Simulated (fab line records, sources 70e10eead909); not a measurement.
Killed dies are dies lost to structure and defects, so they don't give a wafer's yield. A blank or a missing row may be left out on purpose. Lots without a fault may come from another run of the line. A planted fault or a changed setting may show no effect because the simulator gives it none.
One fault seen from 2 desks | flow nand_harc | each desk has only its own numbers; what lay behind them comes last

THE DEFECT DESK
What the inspections along the route counted, lot by lot: means of the sampled wafers that have a number. A lot is out of limits, marked OUT, if its mean lies more than 4 standard deviations from the usual mean; the brackets give that distance.
Columns: A = raw_defect_count at NHARC_P_M1_INSPECT_27, usual 302
lot  | first seen here | A
L258 | day 6 12:38     | 330
L260 | day 6 20:54     | 278
L261 | day 7 02:47     | 288
L262 | day 7 03:29     | 323
L264 | day 7 17:24     | 456
L263 | day 7 18:40     | 244
L265 | day 8 09:32     | 170
L268 | day 8 16:22     | 301
L275 | day 10 11:23    | 308
L276 | day 10 15:35    | 310
L277 | day 10 23:02    | 305
L279 | day 11 14:44    | 348
L280 | day 11 15:03    | 325
This desk's finding: nothing out of limits on any of the 13 lots.

THE TOOL OWNER'S DESK: litho_track-06
The tool's own readings at NHARC_P_M2_SOFTBAKE_04 (time 55 s): means of the sampled wafers that have a number, for each lot that ran on this tool. A lot is out of limits, marked OUT, if its mean lies more than 4 standard deviations from the usual mean; the brackets give that distance.
Columns: A = heater_power_total_W at NHARC_P_M2_SOFTBAKE_04, usual 188.47 W
lot  | first seen here | A
L260 | day 6 21:00     | 188.56
L261 | day 7 03:00     | 188.41
L262 | day 7 04:00     | 188.56
L275 | day 10 13:00    | 233.27 (+99 or more) OUT
L276 | day 10 16:00    | 233.35 (+99 or more) OUT
L277 | day 11 00:00    | 255.77 (+99 or more) OUT
This desk's finding: out of limits on L275, L276, L277; first on L275, day 10 13:00 (heater_power_total_W at NHARC_P_M2_SOFTBAKE_04). In limits: L260, L261, L262.

PUT TOGETHER
The tool owner's desk could have raised an alarm at day 10 13:00, on L275, L276, L277.
The defect desk saw nothing out of limits.
The defect desk has L275, L276, L277 on record, within its limits.
Of the lots named, all ran NHARC_P_M2_SOFTBAKE_04 on litho_track-06.

WHAT THE SIMULATOR HAD PUT IN
Process parameter drift: litho_track-06, from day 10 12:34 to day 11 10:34, at NHARC_P_M2_SOFTBAKE_04. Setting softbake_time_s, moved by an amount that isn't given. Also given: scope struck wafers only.
Lots struck among those shown: L275, L276, L277.
Hours from the fault's start to each desk's first reading out of limits: the tool owner's desk, 0.
